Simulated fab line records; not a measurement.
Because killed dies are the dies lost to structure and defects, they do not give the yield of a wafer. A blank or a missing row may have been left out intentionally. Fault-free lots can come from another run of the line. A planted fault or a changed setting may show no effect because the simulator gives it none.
fab line records	flow n5Finfet
[record] lots = 15	wafers = 45	lastDay = 17
route steps=1938 shown GATE_CUT@510 MOL_CONTACT_COAG@531 BEOL_M4@1111
lots with no fault: from the same line, run without faults
startH: hours from the record's opening day to when the first of the lot's shown wafers began	waitH: hours since the lot's step before	" as in the row above	L1.1+2: a single row standing in for several wafers	- either no value or no given start	* or withheld: withheld	< > ~ a bound
route shown NAME@n: a module of which the file shows steps, and the number in the route of the first	usual: mean and standard deviation over wafers with no fault	same: alike in all rows	chamber/n: place in a boat	sites: the reading at each site	_std_site: the values' standard deviation	_edge_site: outer sites' mean less inner sites'	radiusMm: for every site, how far away it sits from the centre of the wafer	mask NAME#n: copy n	behind: the last tool/chamber to shape the wafer	hold: what put the lot on hold/how long, in hours/how the hold closed	device: names the non-switching transistor (n, p or np)	end of line: the same wafers' tests at the end of the route	a step with no rows: only its recipe	killed: count of dies lost to structure and defects at first sort (not the wafer's yield)	map: dies across one wafer; x = killed, . = not, _ = none there
set.NAME: the run value of the setting; set.NAME@STEP: its run value at that earlier step	model.NAME: the simulator's own value behind a step, which no gauge read
steps of the route over a sample of lots; a table a step, a row a wafer
services: a tool's chamber out of use, with start hour (startH, from the record's first day; less than 0 if before it), hours out, and reason
[[steps]]
[step N5_GATE_CUT_ALD_22]
[recipe] material = SiNx	targetThkA = 160	tempC = 400	aldPrecursorFamily = SiH2I2	aldCoReactant = N2/H2-plasma	pulseTimeS = 1	aldCycles = 320	purgeTimeS = 2	coReactantPurgeTimeS = 2	pressureTorr = 2
[usual] heaterPowerW = 809/69	precursorPulseHeightRel = 1.001/0.019
[same] aldCycles = 320
lot.wafer	tool	chamber	startH	waitH	heaterPowerW	precursorPulseHeightRel
L340.2	aldSin-02	1	84.83	0.1	810	1.007
L340.3	"	2	"	"	871	0.994
L340.4	"	3	"	"	934	1.029
L341.1	aldSin-04	2	94.54	0.4	778	1.000
L341.2	"	0	"	"	845	0.984
L341.5	"	3	"	"	725	0.974
L342.2	aldSin-04	0	101.47	0.2	828	1.013
L342.4	"	2	"	"	789	1.025
L342.5	"	2	"	"	788	0.982
L343.3	aldSin-01	3	103.68	0.0	905	1.034
L343.5	"	0	"	"	797	0.999
L343.6	"	1	"	"	717	1.005
L344.1	aldSin-01	2	112.63	1.2	774	1.016
L344.4	"	0	"	"	768	1.043
L344.5	"	2	"	"	760	1.000
L348.1	aldSin-02	3	135.33	0.0	943	1.029
L348.3	"	2	"	"	854	1.010
L348.5	"	1	"	"	844	0.988
L350.1	aldSin-04	0	144.47	0.0	827	1.008
L350.3	"	3	"	"	700	1.042
L350.6	"	0	"	"	838	0.985
L349.2	aldSin-01	2	146.64	0.0	758	1.007
L349.5	"	2	"	"	788	1.016
L349.6	"	3	"	"	917	0.982
L351.2	aldSin-04	1	154.56	0.2	714	1.012
L351.5	"	2	"	"	808	0.975
L351.6	"	1	"	"	720	1.018
L352.3	aldSin-04	2	156.80	0.0	809	0.947
L352.4	"	3	"	"	743	0.992
L352.5	"	3	"	"	729	1.021
L354.2	aldSin-04	0	165.66	0.0	842	0.978
L354.3	"	2	"	"	818	0.987
L354.5	"	2	"	"	798	0.941
L355.1	aldSin-01	1	177.19	0.1	723	1.006
L355.2	"	0	"	"	768	0.981
L355.4	"	2	"	"	777	1.003
L356.1	aldSin-01	0	179.59	0.0	771	1.029
L356.2	"	3	"	"	922	1.025
L356.3	"	1	"	"	757	1.025
L357.3	aldSin-04	3	187.29	0.0	749	1.015
L357.4	"	1	"	"	712	1.010
L357.6	"	1	"	"	713	1.003
L363.1	aldSin-02	3	223.60	0.0	915	0.983
L363.3	"	2	"	"	828	0.997
L363.6	"	2	"	"	818	1.009
[step N5_GATE_CUT_CMP_43]
[recipe] material = SiO2	postCmpClean = rinseOnly
[usual] edgeZonePressureFrac = 1.000/0.0051	motorCurrentA = 12.8/1.4	padLifeWafers = 1122/560	slurryFlowMlMin = 150.1/0.44
lot.wafer	tool	chamber	startH	waitH	edgeZonePressureFrac	motorCurrentA	padLifeWafers	slurryFlowMlMin
L340.3	cmp-04	0	86.64	0.0	1.004	12.8	972	149.8
L340.2	"	1	"	"	1.006	13.0	973	150.0
L340.4	"	3	"	"	0.996	12.1	975	150.2
L341.2	cmp-03	0	96.43	0.1	1.004	10.8	409	150.3
L341.1	"	2	"	"	0.998	14.5	411	150.4
L341.5	"	0	"	"	0.997	10.9	-	150.5
L342.2	cmp-03	3	103.37	0.1	0.996	12.3	451	149.5
L342.4	"	1	"	"	0.999	12.9	453	149.6
L342.5	"	3	"	"	0.995	12.8	-	149.5
L343.3	cmp-04	0	105.57	0.1	1.010	13.2	1111	149.5
L343.5	"	3	"	"	0.998	11.8	-	150.1
L343.6	"	0	"	"	1.007	13.1	-	149.9
L344.4	cmp-01	3	114.44	0.0	0.999	15.8	2082	150.2
L344.1	"	1	"	"	1.006	13.3	2084	150.3
L344.5	"	3	"	"	0.996	14.9	-	150.0
L348.1	cmp-03	0	137.14	0.0	0.991	10.4	774	149.8
L348.3	"	1	"	"	0.997	12.3	775	150.0
L348.5	"	0	"	"	1.005	10.9	-	149.1
L350.1	cmp-04	2	146.43	0.0	1.006	13.9	1524	150.1
L350.3	"	0	"	"	1.003	13.2	1526	150.3
L350.6	"	2	"	"	1.000	13.9	-	149.5
L349.2	cmp-03	0	148.54	0.1	0.993	11.4	859	150.3
L349.5	"	3	"	"	0.996	12.8	-	149.7
L349.6	"	0	"	"	0.989	11.6	-	150.4
L351.2	cmp-04	0	156.37	0.0	0.997	13.4	1596	149.8
L351.5	"	0	"	"	1.001	12.9	-	149.9
L351.6	"	1	"	"	1.004	12.5	-	151.3
L352.4	cmp-04	2	158.77	0.2	0.992	14.1	1622	149.6
L352.3	"	3	"	"	1.002	11.4	1623	149.3
L352.5	"	0	"	"	1.002	12.9	-	150.8
L354.2	cmp-03	1	167.47	0.0	1.000	12.4	1020	150.4
L354.3	"	2	"	"	0.992	14.8	1021	150.6
L354.5	"	2	"	"	0.994	14.5	-	150.0
L355.1	cmp-03	3	179.01	0.0	0.991	12.7	1122	150.2
L355.4	"	0	"	"	0.998	11.9	1123	149.4
L355.2	"	2	"	"	1.004	15.4	1125	150.5
L356.2	cmp-04	3	181.40	0.0	1.002	11.8	1800	149.4
L356.1	"	0	"	"	1.004	13.0	1801	149.6
L356.3	"	1	"	"	1.001	13.3	1802	150.4
L357.3	cmp-03	2	189.36	0.2	0.998	14.0	1237	150.4
L357.4	"	0	"	"	1.002	11.0	1239	150.0
L357.6	"	2	"	"	0.997	14.6	-	149.5
L363.1	cmp-01	0	225.63	0.2	0.998	14.1	678	149.8
L363.3	"	1	"	"	1.001	12.7	679	149.6
L363.6	"	0	"	"	1.000	13.6	-	150.5
[step N5_MOL_CONTACT_COAG_ETCH_105]
[recipe] chemistry = CF4	target = SiARC	targetDepthA = 156	maskMaterial = CAR-EUV	timeS = 26	ionEnergyEv = 80	pressureMtorr = 40	sourceW = 545	biasW = 36	Ar_flow_sccm = 100	cf4FlowSccm = 100	ends = cleared
[usual] biasW = 36.03/0.088	cf4FlowSccm = 99.96/0.29	drypumpMotorCurrentA = 5.7/0.48	etchRfOnTimeS = 25.9/0.34	oesProductAu = 0.67/0.068	rfVppV = 184.3/1.2	showerheadPlenumPTorr = 2.17/0.073	throttleValvePct = 15.66/0.24
lot.wafer	tool	chamber	startH	waitH	biasW	cf4FlowSccm	drypumpMotorCurrentA	etchRfOnTimeS	oesProductAu	rfHoursCounterH	rfVppV	showerheadPlenumPTorr	throttleValvePct
L340.2	rieDiel-01	0	88.00	0.0	35.91	99.83	5.7	26.0	0.66	142	182.7	2.07	15.78
L340.3	"	2	"	"	36.05	99.87	5.0	25.9	0.61	205	184.9	2.21	15.94
L340.4	"	3	"	"	36.15	100.36	6.1	25.6	0.68	98	185.9	2.25	15.54
L341.1	rieDiel-01	1	97.57	0.0	36.01	100.11	5.6	25.8	0.77	21	185.6	2.27	15.32
L341.2	"	2	"	"	35.87	100.30	5.0	26.3	0.61	208	185.0	2.21	15.94
L341.5	"	3	"	"	35.95	99.89	6.2	26.1	0.68	-	185.7	2.24	15.56
L342.2	rieDiel-06	3	104.47	0.0	36.06	100.11	6.4	26.0	0.67	107	183.2	2.16	15.81
L342.4	"	2	"	"	36.02	99.61	5.4	25.5	0.66	-	186.1	2.22	15.92
L342.5	"	3	"	"	35.97	100.42	6.4	25.9	0.68	-	184.9	2.16	15.81
L343.3	rieDiel-06	2	106.96	0.0	35.99	100.10	5.4	25.4	0.65	151	184.8	2.22	15.93
L343.5	"	1	"	"	36.17	100.44	5.0	26.7	0.57	-	183.5	2.11	15.82
L343.6	"	3	"	"	36.03	99.95	6.4	26.2	0.67	-	183.8	2.16	15.82
L344.1	rieDiel-06	0	116.09	0.0	36.09	100.32	5.7	25.7	0.85	1	183.7	2.10	15.32
L344.4	"	3	"	"	35.86	99.30	6.4	26.2	0.66	-	184.5	2.16	15.83
L344.5	"	0	"	"	36.13	99.83	5.7	25.7	0.84	-	182.9	2.10	15.32
L348.1	rieDiel-06	3	138.33	0.0	36.02	99.69	6.4	26.0	0.66	120	182.4	2.15	15.83
L348.3	"	2	"	"	36.01	99.72	5.4	25.6	0.65	163	186.0	2.22	15.94
L348.5	"	2	"	"	35.94	100.13	5.4	25.5	0.64	-	184.9	2.22	15.95
L350.1	rieDiel-06	3	147.62	0.0	36.02	100.22	6.4	26.0	0.66	124	184.6	2.15	15.84
L350.3	"	1	"	"	36.02	100.41	5.0	25.9	0.80	8	184.7	2.10	15.37
L350.6	"	2	"	"	35.91	99.72	5.4	25.4	0.64	-	184.8	2.22	15.94
L349.2	rieDiel-01	1	149.64	0.0	36.01	99.84	5.6	25.6	0.75	41	185.0	2.27	15.36
L349.5	"	3	"	"	36.00	99.43	6.2	25.7	0.68	-	184.5	2.24	15.58
L349.6	"	2	"	"	36.08	99.73	5.0	25.7	0.60	-	184.5	2.20	15.98
L351.2	rieDiel-01	1	157.76	0.0	36.04	99.88	5.6	26.0	0.74	44	185.3	2.26	15.38
L351.5	"	3	"	"	36.08	99.77	6.2	25.9	0.67	-	187.0	2.24	15.59
L351.6	"	2	"	"	35.94	100.36	5.0	26.2	0.60	-	184.6	2.20	15.99
L352.3	rieDiel-06	3	160.08	0.0	35.94	100.11	6.4	26.1	0.66	127	184.8	2.15	15.85
L352.4	"	2	"	"	36.10	99.53	5.4	25.7	0.63	169	184.8	2.22	15.97
L352.5	"	1	"	"	35.90	99.49	5.0	26.2	0.78	-	182.0	2.10	15.36
L354.2	rieDiel-02	3	168.82	0.0	36.17	100.15	5.9	26.0	0.65	133	183.3	2.07	15.47
L354.3	"	1	"	"	36.12	99.94	6.5	25.6	0.61	218	184.7	2.20	15.72
L354.5	"	2	"	"	36.14	99.72	6.1	25.6	0.67	-	187.7	2.24	15.45
L355.1	rieDiel-01	3	180.36	0.0	-	-	-	-	-	-	-	-	-
L355.2	"	0	"	"	-	-	-	-	-	-	-	-	-
L355.4	"	2	"	"	-	-	-	-	-	-	-	-	-
L356.1	rieDiel-06	3	182.89	0.0	-	-	-	-	-	-	-	-	-
L356.2	"	2	"	"	-	-	-	-	-	-	-	-	-
L356.3	"	0	"	"	-	-	-	-	-	-	-	-	-
L357.3	rieDiel-01	3	190.59	0.0	-	-	-	-	-	-	-	-	-
L357.4	"	3	"	"	-	-	-	-	-	-	-	-	-
L357.6	"	1	"	"	-	-	-	-	-	-	-	-	-
L363.1	rieDiel-01	1	226.95	0.0	36.18	100.25	5.6	26.5	0.70	72	184.8	2.25	15.42
L363.3	"	0	"	"	36.04	99.73	5.7	26.6	0.61	199	183.6	2.05	15.90
L363.6	"	1	"	"	36.03	100.40	5.6	26.0	0.71	-	184.8	2.25	15.43
[step N5_MOL_CONTACT_COAG_ETCH_106]
[recipe] chemistry = N2/H2	target = SOC	targetDepthA = 800	overetchA = 160	maskMaterial = SiARC	tempC = 40	timeS = 120	ionEnergyEv = 200	pressureMtorr = 30	sourceW = 840	biasW = 150	n2FlowSccm = 200	h2FlowSccm = 200
[usual] biasW = 150.0/0.49	chamberPressureMTorr = 30.003/0.028	drypumpMotorCurrentA = 5.7/0.48	oesProductAu = 0.70/0.069	rfVppV = 524.9/2.7	showerheadPlenumPTorr = 2.57/0.094	throttleValvePct = 17.90/0.26
lot.wafer	tool	chamber	startH	waitH	biasW	chamberPressureMTorr	drypumpMotorCurrentA	oesProductAu	rfHoursCounterH	rfVppV	showerheadPlenumPTorr	throttleValvePct
L340.2	rieDiel-01	0	88.03	0.0	150.2	29.949	5.7	0.69	142	520.9	2.44	17.99
L340.3	"	2	"	"	150.5	29.991	5.1	0.65	205	525.1	2.63	18.16
L340.4	"	3	"	"	149.2	30.042	6.2	0.71	98	528.0	2.67	17.78
L341.1	rieDiel-01	1	97.60	0.0	150.0	29.981	5.6	0.81	21	527.9	2.71	17.54
L341.2	"	2	"	"	150.2	29.994	5.0	0.65	208	526.3	2.62	18.17
L341.5	"	3	"	"	149.8	29.996	6.2	0.71	-	527.3	2.67	17.79
L342.2	rieDiel-06	3	104.50	0.0	150.3	30.038	6.4	0.71	107	524.3	2.57	18.21
L342.4	"	2	"	"	150.4	29.999	5.4	0.68	-	527.3	2.65	18.14
L342.5	"	3	"	"	150.1	30.063	6.4	0.70	-	525.0	2.57	18.20
L343.3	rieDiel-06	2	106.99	0.0	150.4	30.019	5.4	0.67	151	526.3	2.65	18.16
L343.5	"	1	"	"	150.1	30.035	5.0	0.61	-	523.3	2.49	17.91
L343.6	"	3	"	"	150.6	30.012	6.4	0.70	-	524.5	2.57	18.21
L344.1	rieDiel-06	0	116.12	0.0	150.2	29.996	5.7	0.87	1	522.9	2.50	17.60
L344.4	"	3	"	"	149.6	29.997	6.4	0.70	-	525.5	2.57	18.24
L344.5	"	0	"	"	150.7	29.984	5.7	0.87	-	523.0	2.50	17.60
L348.1	rieDiel-06	3	138.36	0.0	150.7	30.039	6.4	0.69	120	524.8	2.56	18.24
L348.3	"	2	"	"	149.6	30.045	5.4	0.67	163	526.6	2.64	18.19
L348.5	"	2	"	"	149.6	30.001	5.4	0.67	-	528.4	2.64	18.19
L350.1	rieDiel-06	3	147.65	0.0	151.0	30.019	6.4	0.69	124	523.8	2.56	18.26
L350.3	"	1	"	"	151.0	29.958	5.0	0.84	8	522.9	2.48	17.47
L350.6	"	2	"	"	150.5	30.029	5.5	0.67	-	527.2	2.64	18.19
L349.2	rieDiel-01	1	149.67	0.0	149.2	30.050	5.6	0.78	41	529.0	2.70	17.56
L349.5	"	3	"	"	149.5	29.966	6.2	0.70	-	529.4	2.66	17.83
L349.6	"	2	"	"	149.9	30.017	5.1	0.63	-	525.6	2.62	18.20
L351.2	rieDiel-01	1	157.79	0.0	150.2	29.999	5.6	0.78	44	527.8	2.70	17.58
L351.5	"	3	"	"	150.6	30.028	6.2	0.69	-	525.2	2.66	17.83
L351.6	"	2	"	"	149.4	29.941	5.0	0.63	-	526.1	2.62	18.21
L352.3	rieDiel-06	3	160.11	0.0	149.5	30.031	6.4	0.69	127	524.5	2.56	18.24
L352.4	"	2	"	"	150.6	30.012	5.4	0.67	169	527.3	2.64	18.18
L352.5	"	1	"	"	150.0	29.988	5.0	0.83	-	522.4	2.48	17.47
L354.2	rieDiel-02	3	168.85	0.0	150.3	29.998	5.9	0.68	133	521.4	2.44	17.61
L354.3	"	1	"	"	150.0	30.043	6.5	0.63	218	526.4	2.63	18.00
L354.5	"	2	"	"	150.1	29.987	6.1	0.70	-	527.6	2.67	17.67
L355.1	rieDiel-01	3	180.38	0.0	149.2	30.022	6.2	0.28	129	526.7	2.66	17.79
L355.2	"	0	"	"	150.1	29.987	5.6	0.27	179	520.9	2.42	17.99
L355.4	"	2	"	"	150.4	29.980	5.1	0.26	239	526.5	2.61	18.14
L356.1	rieDiel-06	3	182.92	0.0	150.0	29.980	6.4	0.29	133	523.8	2.56	18.19
L356.2	"	2	"	"	149.4	30.040	5.4	0.28	176	527.4	2.64	18.17
L356.3	"	0	"	"	149.8	29.969	5.7	0.34	23	521.5	2.49	17.57
L357.3	rieDiel-01	3	190.62	0.0	150.0	29.997	6.2	0.28	133	527.0	2.66	17.79
L357.4	"	3	"	"	149.6	30.025	6.2	0.29	-	527.2	2.66	17.80
L357.6	"	1	"	"	150.6	29.983	5.6	0.32	-	528.1	2.69	17.54
L363.1	rieDiel-01	1	226.97	0.0	150.9	29.962	5.6	0.74	72	527.6	2.69	17.61
L363.3	"	0	"	"	149.3	30.041	5.7	0.65	199	521.6	2.42	18.08
L363.6	"	1	"	"	150.7	29.976	5.6	0.74	-	528.3	2.69	17.62
[step N5_MOL_CONTACT_COAG_ETCH_110]
[recipe] chemistry = CF4/O2	target = Si	targetDepthA = 25	timeS = 8	pressureMtorr = 100	sourceW = 200	biasW = 12	ionEnergyEv = 60	Ar_flow_sccm = 100	cf4FlowSccm = 100	O2_flow_sccm = 10
[usual] O2_flow_sccm = 10.001/0.027	biasW = 12.00/0.037	drypumpMotorCurrentA = 5.7/0.48	oes_f_703_au = 0.79/0.073	oesProductAu = 0.79/0.079	rfVppV = 127.2/1.4	showerheadPlenumPTorr = 2.25/0.074	throttleValvePct = 10.79/0.28
lot.wafer	tool	chamber	startH	waitH	O2_flow_sccm	biasW	drypumpMotorCurrentA	oes_f_703_au	oesProductAu	rfHoursCounterH	rfVppV	showerheadPlenumPTorr	throttleValvePct
L340.2	rieDiel-01	0	88.22	0.0	10.000	12.01	5.6	0.76	0.76	142	125.7	2.15	10.90
L340.3	"	2	"	"	10.009	11.95	5.0	0.73	0.72	205	126.2	2.29	11.11
L340.4	"	3	"	"	10.039	12.07	6.2	0.80	0.81	98	129.4	2.33	10.68
L341.1	rieDiel-01	1	97.79	0.0	9.995	12.01	5.6	0.89	0.91	21	128.3	2.36	10.36
L341.2	"	2	"	"	10.003	11.92	5.0	0.74	0.72	208	125.4	2.29	11.13
L341.5	"	3	"	"	9.971	12.01	6.2	0.79	0.80	-	127.5	2.33	10.66
L342.2	rieDiel-06	3	104.69	0.0	10.041	11.95	6.4	0.78	0.79	107	127.7	2.24	10.89
L342.4	"	2	"	"	10.002	12.04	5.4	0.77	0.76	-	126.4	2.31	11.01
L342.5	"	3	"	"	9.987	11.99	6.4	0.79	0.79	-	128.8	2.24	10.90
L343.3	rieDiel-06	2	107.18	0.0	9.979	12.06	5.4	0.77	0.76	151	126.2	2.31	11.03
L343.5	"	1	"	"	10.016	11.96	5.0	0.68	0.67	-	126.1	2.19	11.10
L343.6	"	3	"	"	10.009	12.02	6.4	0.78	0.79	-	124.7	2.24	10.90
L344.1	rieDiel-06	0	116.31	0.0	10.006	11.98	5.7	0.97	0.98	1	128.9	2.19	10.34
L344.4	"	3	"	"	9.985	11.97	6.4	0.78	0.78	-	127.3	2.24	10.90
L344.5	"	0	"	"	9.964	11.99	5.7	0.98	0.98	-	126.9	2.19	10.36
L348.1	rieDiel-06	3	138.56	0.0	10.003	12.05	6.4	0.77	0.77	120	128.1	2.24	10.94
L348.3	"	2	"	"	9.984	12.04	5.4	0.76	0.75	163	127.3	2.30	11.09
L348.5	"	2	"	"	10.013	11.99	5.4	0.76	0.76	-	128.2	2.30	11.05
L350.1	rieDiel-06	3	147.84	0.0	10.017	12.02	6.4	0.77	0.77	124	126.6	2.23	10.94
L350.3	"	1	"	"	9.993	11.92	5.0	0.93	0.94	8	127.0	2.18	10.39
L350.6	"	2	"	"	9.994	12.00	5.4	0.76	0.74	-	127.5	2.30	11.09
L349.2	rieDiel-01	1	149.86	0.0	9.994	11.99	5.6	0.85	0.87	41	130.3	2.35	10.44
L349.5	"	3	"	"	10.012	12.07	6.2	0.78	0.79	-	128.5	2.32	10.74
L349.6	"	2	"	"	9.962	12.00	5.0	0.72	0.70	-	125.4	2.28	11.19
L351.2	rieDiel-01	1	157.98	0.0	9.999	11.99	5.6	0.85	0.86	44	130.6	2.35	10.43
L351.5	"	3	"	"	10.028	11.94	6.2	0.78	0.78	-	128.1	2.32	10.73
L351.6	"	2	"	"	10.061	12.04	5.1	0.72	0.70	-	126.0	2.28	11.20
L352.3	rieDiel-06	3	160.31	0.0	9.991	11.99	6.4	0.76	0.77	127	128.3	2.23	10.94
L352.4	"	2	"	"	9.998	12.02	5.4	0.75	0.75	169	125.7	2.30	11.09
L352.5	"	1	"	"	10.005	11.99	5.0	0.92	0.93	-	126.5	2.18	10.39
L354.2	rieDiel-02	3	169.04	0.0	10.031	11.97	5.9	0.75	0.75	133	128.6	2.15	10.63
L354.3	"	1	"	"	10.014	11.95	6.5	0.72	0.70	218	124.0	2.28	10.94
L354.5	"	2	"	"	10.030	11.97	6.1	0.81	0.79	-	127.7	2.33	10.59
L355.1	rieDiel-01	3	180.58	0.0	10.002	11.98	6.2	0.77	0.78	129	129.4	2.32	10.76
L355.2	"	0	"	"	10.020	11.99	5.7	0.73	0.73	179	126.3	2.13	11.03
L355.4	"	2	"	"	9.977	11.97	5.0	0.70	0.69	239	125.9	2.28	11.21
L356.1	rieDiel-06	3	183.12	0.0	9.983	11.98	6.4	0.76	0.76	133	127.3	2.23	10.96
L356.2	"	2	"	"	9.988	12.00	5.4	0.75	0.74	176	128.0	2.30	11.12
L356.3	"	0	"	"	10.017	11.96	5.7	0.90	0.90	23	128.0	2.18	10.42
L357.3	rieDiel-01	3	190.82	0.0	10.035	12.03	6.2	0.76	0.77	133	128.3	2.32	10.76
L357.4	"	3	"	"	10.007	12.03	6.2	0.77	0.77	-	128.1	2.32	10.77
L357.6	"	1	"	"	10.003	11.97	5.6	0.83	0.84	-	129.2	2.34	10.50
L363.1	rieDiel-01	1	227.17	0.0	10.005	12.01	5.6	0.81	0.82	72	128.5	2.34	10.53
L363.3	"	0	"	"	9.998	11.99	5.6	0.72	0.71	199	126.1	2.13	11.06
L363.6	"	1	"	"	9.956	12.04	5.6	0.81	0.82	-	129.2	2.34	10.53
[step N5_MOL_CONTACT_COAG_CD_MEAS_99]
[recipe] targetCdNm = 17.2	polarity = opening
[usual] cdNm = 17.28/0.28
lot.wafer	tool	chamber	startH	waitH	cdNm
L340.2	cdSem-01	-	88.34	-	17.27
L340.3	"	-	"	"	17.68
L340.4	"	-	"	"	16.85
L341.1	cdSem-01	-	97.91	-	17.49
L341.2	"	-	"	"	16.91
L341.5	"	-	"	"	17.58
L342.2	cdSem-02	-	104.81	-	17.28
L342.4	"	-	"	"	17.40
L342.5	"	-	"	"	17.23
L343.3	cdSem-01	-	107.31	-	17.46
L343.5	"	-	"	"	17.42
L343.6	"	-	"	"	17.42
L344.1	cdSem-03	-	116.43	-	17.10
L344.4	"	-	"	"	17.60
L344.5	"	-	"	"	17.28
L348.1	cdSem-01	-	138.68	-	17.59
L348.3	"	-	"	"	17.39
L348.5	"	-	"	"	17.48
L350.1	cdSem-02	-	147.96	-	17.13
L350.3	"	-	"	"	16.96
L350.6	"	-	"	"	17.62
L349.2	cdSem-01	-	149.98	-	17.15
L349.5	"	-	"	"	17.54
L349.6	"	-	"	"	17.07
L351.2	cdSem-01	-	158.10	-	17.10
L351.5	"	-	"	"	17.16
L351.6	"	-	"	"	17.26
L352.3	cdSem-01	-	160.43	-	17.47
L352.4	"	-	"	"	17.11
L352.5	"	-	"	"	17.35
L354.2	cdSem-02	-	169.16	-	16.79
L354.3	"	-	"	"	17.70
L354.5	"	-	"	"	17.43
L355.1	cdSem-02	-	180.70	-	-
L355.2	"	-	"	"	-
L355.4	"	-	"	"	-
L356.1	cdSem-01	-	183.24	-	-
L356.2	"	-	"	"	-
L356.3	"	-	"	"	-
L357.3	cdSem-02	-	190.94	-	-
L357.4	"	-	"	"	-
L357.6	"	-	"	"	-
L363.1	cdSem-01	-	227.29	-	16.78
L363.3	"	-	"	"	17.10
L363.6	"	-	"	"	17.00
[step N5_BEOL_M4_RC_MEAS_101]
[usual] DIBL_N = 36.5/1.4	DIBL_P = 36.6/1.6	IOFF_N = 0.160/0.024	IOFF_P = 0.217/0.029	ION_N = 674/8.7	ION_P = 464/6.5	SS_N = 71.6/0.47	SS_P = 73.4/0.57	VT_N = 250.0/2.5	VT_P = -250/3.1
lot.wafer	tool	chamber	startH	waitH	DIBL_N[mV/V]	DIBL_P[mV/V]	IOFF_N[nA/um]	IOFF_P[nA/um]	ION_N[uA/um]	ION_P[uA/um]	SS_N[mV/dec]	SS_P[mV/dec]	VT_N[mV]	VT_P[mV]
L340.2	prober-02	0	167.21	0.2	38.0	37.7	0.172	0.236	676	466	71.7	72.8	250.4	-248
L340.3	"	0	"	"	39.3	38.8	0.190	0.250	676	466	72.2	73.7	247.5	-247
L340.4	"	0	"	"	36.9	36.6	0.149	0.218	673	468	71.5	73.6	252.5	-250
L341.1	prober-02	0	174.07	0.0	34.3	35.8	0.140	0.193	663	465	71.6	72.8	250.5	-251
L341.2	"	0	"	"	35.2	36.7	0.143	0.203	666	461	71.8	72.6	251.5	-251
L341.5	"	0	"	"	35.5	36.3	0.152	0.208	671	462	71.7	73.3	249.1	-249
L342.2	prober-01	0	185.60	0.2	36.9	37.8	0.177	0.222	669	460	71.7	73.2	248.6	-249
L342.4	"	0	"	"	34.8	34.3	0.138	0.175	678	463	70.9	73.1	253.1	-252
L342.5	"	0	"	"	37.4	37.7	0.188	0.220	690	466	71.8	74.0	247.8	-250
L343.3	prober-02	0	193.68	0.3	34.9	35.5	0.155	0.228	680	471	71.6	73.5	249.3	-249
L343.5	"	0	"	"	33.5	33.6	0.128	0.191	667	466	71.3	72.9	252.2	-252
L343.6	"	0	"	"	35.1	36.0	0.159	0.224	687	471	72.0	73.1	249.7	-247
L344.1	prober-01	0	195.34	0.0	37.1	37.2	0.180	0.253	687	474	71.6	73.5	247.7	-247
L344.4	"	0	"	"	36.6	36.7	0.178	0.256	675	468	71.7	72.6	247.2	-246
L344.5	"	0	"	"	36.3	36.3	0.169	0.241	684	475	71.6	73.6	244.9	-245
L350.1	prober-02	0	218.91	0.2	38.4	37.1	0.194	0.234	675	462	71.9	73.4	245.2	-250
L350.3	"	0	"	"	37.3	36.7	0.182	0.243	687	467	71.9	74.1	248.5	-250
L350.6	"	0	"	"	37.9	36.9	0.184	0.232	680	469	71.9	73.7	245.5	-251
L348.1	prober-01	0	227.21	0.0	36.3	37.3	0.169	0.261	678	474	71.1	74.2	248.6	-245
L348.3	"	0	"	"	37.1	37.9	0.187	0.267	673	474	72.0	73.4	245.1	-243
L348.5	"	0	"	"	36.9	37.7	0.176	0.256	689	474	71.9	73.4	248.4	-244
L349.2	prober-02	0	234.03	0.2	36.5	33.8	0.151	0.192	676	461	71.2	72.1	250.4	-251
L349.5	"	0	"	"	36.8	35.0	0.151	0.203	678	468	71.1	73.8	249.4	-251
L349.6	"	0	"	"	37.5	35.5	0.163	0.220	677	466	71.2	73.2	249.3	-248
L351.2	prober-02	0	242.14	0.2	39.2	39.4	0.188	0.213	679	461	72.3	74.0	248.0	-251
L351.5	"	0	"	"	40.3	40.9	0.209	0.247	668	456	72.9	75.4	247.4	-249
L351.6	"	0	"	"	38.9	39.0	0.170	0.197	674	455	72.2	74.6	250.9	-254
L352.3	prober-01	0	244.15	0.3	35.7	35.4	0.134	0.212	666	469	70.7	72.5	251.2	-249
L352.4	"	0	"	"	37.9	37.3	0.174	0.239	681	465	72.1	73.1	249.5	-246
L352.5	"	0	"	"	36.0	35.4	0.140	0.210	675	468	71.0	72.9	249.9	-249
L354.2	prober-02	0	260.42	0.2	36.8	37.4	0.157	0.227	668	458	72.0	74.0	251.6	-247
L354.3	"	0	"	"	36.1	36.8	0.154	0.219	678	468	71.6	73.4	250.2	-249
L354.5	"	0	"	"	36.4	36.4	0.155	0.219	678	469	70.4	73.7	251.5	-249
L363.1	prober-02	0	304.14	0.0	37.0	36.3	0.169	0.218	677	459	72.2	72.9	249.2	-251
L363.3	"	0	"	"	36.4	36.3	0.166	0.213	682	464	71.4	74.0	247.6	-252
L363.6	"	0	"	"	36.7	36.4	0.173	0.222	680	464	72.0	73.8	247.2	-249
[[services]]
tool	chamber	startH	hours	kind
aldSin-04	2	61.59	15.3	repair
cmp-04	-	64.33	2.2	repair
rieDiel-01	1	64.71	3.8	repair
cmp-03	-	72.45	0.3	repair
cmp-04	-	76.62	3.1	repair
cmp-01	-	84.26	1.0	repair
aldSin-01	-	85.31	14.0	pm
cmp-03	-	94.83	0.4	repair
aldSin-01	-	99.31	2.8	pm
aldSin-04	-	104.09	1.6	repair
cmp-01	-	115.10	4.0	pm
cmp-01	-	132.38	17.3	repair
aldSin-04	-	134.13	3.2	repair
rieDiel-06	-	152.14	4.3	pm
rieDiel-02	-	161.27	0.4	repair
aldSin-02	-	178.08	14.0	pm
rieDiel-01	2	185.30	17.7	repair
cmp-04	-	194.47	1.4	repair
rieDiel-02	1	195.81	5.5	repair
aldSin-01	1	197.73	12.1	repair
rieDiel-02	3	198.03	6.0	repair
cmp-03	-	198.27	1.0	repair
cmp-04	-	220.43	0.9	repair
cmp-04	-	223.47	4.0	pm
[[key]]
[firstSign] step = N5_MOL_CONTACT_COAG_ETCH_105	reading = toolRecord	direction = missing
[effect] step = N5_MOL_CONTACT_COAG_ETCH_106	reading = oesProductAu	direction = down	sigmas = 6	usual = 0.70	struck = 0.29
[effect] step = N5_MOL_CONTACT_COAG_CD_MEAS_99	reading = cdNm	direction = missing
metAt N5_MOL_CONTACT_COAG_ETCH_105
struckLots L355,L356,L357
laterRowsLeftOut L355.1,L355.2,L355.4,L356.1,L356.2,L356.3,L357.3,L357.4,L357.6
sortLeftOut L355.1,L355.2,L355.4,L356.1,L356.2,L356.3,L357.3,L357.4,L357.6
notActingAt N5_GATE_CUT_ALD_22,N5_GATE_CUT_CMP_43,N5_MOL_CONTACT_COAG_ETCH_110
onsetBetween 160.08 180.36
[fault] kind = skippedStepWhole	tool = rieDiel-01,rieDiel-06	chamber = -	onsetH = 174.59	steps = N5_MOL_CONTACT_COAG_ETCH_105	scope = struckLotsOnly
// sortLeftOut: the simulated sort isn't trusted on such a fault, so these wafers' sort isn't shown, and their yield isn't known
// laterRowsLeftOut: the simulator's readings of these wafers behind a module that went badly wrong aren't trusted and aren't shown, but for the sort
